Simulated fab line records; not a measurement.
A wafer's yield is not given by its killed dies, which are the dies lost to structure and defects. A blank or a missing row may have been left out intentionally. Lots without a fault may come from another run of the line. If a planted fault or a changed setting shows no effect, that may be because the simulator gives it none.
Matching of chambers + flow nandHarc + NHARC_P_M0_DEP_32 on pecvd-04: 3 sister chambers
The step deposits SiCN, target thk 30 nm. 20 wafers are shown with their chamber, then 10 later ones without.

== WAFERS, EACH WITH ITS CHAMBER ==
| wafer  | chamber | showerheadVppV (V) | heaterPowerW (W) | heaterPowerOuterW (W) |
|--------|---------|--------------------|------------------|-----------------------|
| L074.1 | 0       | 1303               | 531              | 284                   |
| L074.5 | 1       | 1397               | 627              | 316                   |
| L074.6 | 0       | 1290               | 527              | 278                   |
| L075.2 | 1       | 1410               | 606              | 315                   |
| L075.3 | 2       | 1457               | 657              | 363                   |
| L075.4 | 2       | 1467               | 670              | 367                   |
| L081.2 | 2       | 1457               | 677              | 375                   |
| L081.3 | 0       | 1311               | 492              | 262                   |
| L081.5 | 2       | 1461               | 642              | 372                   |
| L082.3 | 1       | 1397               | 722              | 373                   |
| L082.4 | 2       | 1486               | 693              | 383                   |
| L082.6 | 0       | 1286               | 595              | 327                   |
| L087.2 | 1       | 1387               | 639              | 333                   |
| L087.3 | 2       | 1482               | 555              | 291                   |
| L087.4 | 1       | 1402               | 640              | 339                   |
| L086.3 | 1       | 1407               | 646              | 328                   |
| L086.4 | 1       | 1402               | 639              | 330                   |
| L086.5 | 2       | 1467               | 626              | 342                   |
| L091.2 | 1       | 1391               | 627              | 332                   |
| L091.3 | 0       | 1275               | 534              | 295                   |

SIGNATURES (averages over the wafers above)
| reading           | chamber 0 | chamber 1 | chamber 2 | scatter within a chamber |
|-------------------|-----------|-----------|-----------|--------------------------|
| showerheadVppV    | 1293.00   | 1399.12   | 1468.14   | 10.9                     |
| heaterPowerW      | 535.80    | 643.25    | 645.71    | 39.3                     |
| heaterPowerOuterW | 289.20    | 333.25    | 356.14    | 24.9                     |
Rule: for each reading, subtract the chamber's mean from the wafer's reading, divide by that reading's scatter and square the result; add these up over the readings and take the root, which gives the wafer's distance from the chamber. If the next closest chamber is less than 2 further off than the closest, the wafer can't be placed; otherwise it belongs to the closest. The scatter: the root of (the sum of the squares of (reading less its chamber's mean) over the shown wafers, divided by (wafers less chambers)).

== WAFERS MISSING THEIR CHAMBER ==
| wafer  | showerheadVppV (V) | heaterPowerW (W) | heaterPowerOuterW (W) |
|--------|--------------------|------------------|-----------------------|
| L091.4 | 1394               | 658              | 342                   |
| L092.1 | 1471               | 601              | 334                   |
| L092.2 | 1293               | 581              | 320                   |
| L092.4 | 1394               | 674              | 354                   |
| L095.2 | 1449               | 659              | 365                   |
| L095.3 | 1411               | 705              | 392                   |
| L095.6 | 1475               | 636              | 359                   |
| L096.3 | 1395               | 691              | 363                   |
| L096.4 | 1390               | 694              | 370                   |
| L096.6 | 1306               | 558              | 290                   |

== WHICH CHAMBER EACH WENT THROUGH ==
| wafer  | from the rows above | in truth |
|--------|---------------------|----------|
| L091.4 | 1                   | 1        |
| L092.1 | 2                   | 2        |
| L092.2 | 0                   | 0        |
| L092.4 | 1                   | 1        |
| L095.2 | 2                   | 2        |
| L095.3 | 1                   | 1        |
| L095.6 | 2                   | 2        |
| L096.3 | 1                   | 1        |
| L096.4 | 1                   | 1        |
| L096.6 | 0                   | 0        |
10 of 10 placed correctly. Left unplaced by these rows: 0. 0 placed wrongly.
